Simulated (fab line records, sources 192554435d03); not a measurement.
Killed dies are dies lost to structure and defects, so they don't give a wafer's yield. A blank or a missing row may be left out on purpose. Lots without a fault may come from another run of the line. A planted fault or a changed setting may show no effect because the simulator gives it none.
Split-lot experiment | flow n5_finfet | 7 lots, 21 wafers read, on a route of 1938 steps

THE SPLIT
At N5_SDB_EXPOSE_08 (exposes mask SDB), the setting dose_mj was moved away from the recipe's 49.6 on 12 of the 21 wafers read, by -7.1% to +6.5%. The other wafers ran this setting at the recipe's value.

FROM THE SPLIT TO THE READING: what the file shows between them, 2 steps
- N5_SDB_PEB_09: peb time 60 s
- N5_SDB_DEVELOP_10: develop time 30 s

THE READING
cd_nm, in nm, at N5_SDB_CD_MEAS_11 (target cd 50 nm). Fault-free wafers of this fab line usually give 50.6 nm, standard deviation 2.1 nm.

wafer  | tool, chamber at the split | dose_mj as run | against the recipe | cd_nm, nm | against lot-mates on the recipe
L074.1 | arfi_scanner-01, 0         | 52.8           | +6.5%              | 58.7      | +6.0
L074.4 | arfi_scanner-01, 0         | 49.6           | recipe             | 52.7      | -
L074.5 | arfi_scanner-01, 0         | 52.8           | +6.5%              | 59.9      | +7.2
L080.3 | arfi_scanner-01, 0         | 46.09          | -7.1%              | 46.4      | -5.9
L080.5 | arfi_scanner-01, 0         | 46.09          | -7.1%              | 45.4      | -6.9
L080.6 | arfi_scanner-01, 0         | 49.6           | recipe             | 52.3      | -
L081.1 | arfi_scanner-02, 0         | 52.55          | +5.9%              | 58.3      | +10.3
L081.2 | arfi_scanner-02, 0         | 49.6           | recipe             | 48.0      | -
L081.5 | arfi_scanner-02, 0         | 52.55          | +5.9%              | 55.8      | +7.8
L083.1 | arfi_scanner-01, 0         | 47.86          | -3.5%              | 50.7      | -1.2
L083.2 | arfi_scanner-01, 0         | 47.86          | -3.5%              | 48.0      | -3.9
L083.6 | arfi_scanner-01, 0         | 49.6           | recipe             | 51.9      | -
L084.3 | arfi_scanner-03, 0         | 46.9           | -5.4%              | 41.9      | -6.6
L084.4 | arfi_scanner-03, 0         | 49.6           | recipe             | 48.5      | -
L084.5 | arfi_scanner-03, 0         | 46.9           | -5.4%              | 40.8      | -7.7
L090.3 | arfi_scanner-01, 0         | 49.6           | recipe             | 49.4      | -
L090.4 | arfi_scanner-01, 0         | 50.81          | +2.4%              | 53.7      | +4.3
L090.5 | arfi_scanner-01, 0         | 50.81          | +2.4%              | 50.6      | +1.2
L097.1 | arfi_scanner-01, 0         | 49.6           | recipe             | 50.0      | -
L097.4 | arfi_scanner-01, 0         | 49.6           | recipe             | 52.6      | -
L097.6 | arfi_scanner-01, 0         | 49.6           | recipe             | 51.1      | -

THE FIT
A straight line over all 21 wafers: cd_nm changes by +1.07 nm for each +1% of dose_mj; r = +0.90; the points scatter about the line by 2.3 nm.
The same after taking each lot's own level away (the mean of its wafers on the recipe; 21 wafers): +1.12 nm for each +1%; r = +0.96; scatter 1.4 nm.
On that fit, the largest move of dose_mj shifts the reading by 8 nm.
The lots' own levels span 48.00 to 52.70 nm, that is 2.2 times the standard deviation above.
So the lot-to-lot level changes the slope little: the two slopes agree.
Check: with one of the wafers moved furthest among these (-7.1%) left out of the fit, the line predicts -8 nm for it against its lot-mates. It came out at -5.9 nm against them.

OTHER SPLITS ON THESE WAFERS
These wafers also went through other splits before the reading. Each is held against what the fit with the lots' levels taken away leaves over:
other split on the same wafers        | wafers away from the commonest value | r with cd_nm (lot level and that fit taken away)
N5_SD_EPI_N_DEVELOP_08 develop_time_s | 6                                    | +0.14
N5_SD_EPI_P_COAT_34 spin_rpm          | 8                                    | +0.15

THE FILE'S OWN FIT
cd_nm changes by +1.12 nm for each +1% of dose_mj, r = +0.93.
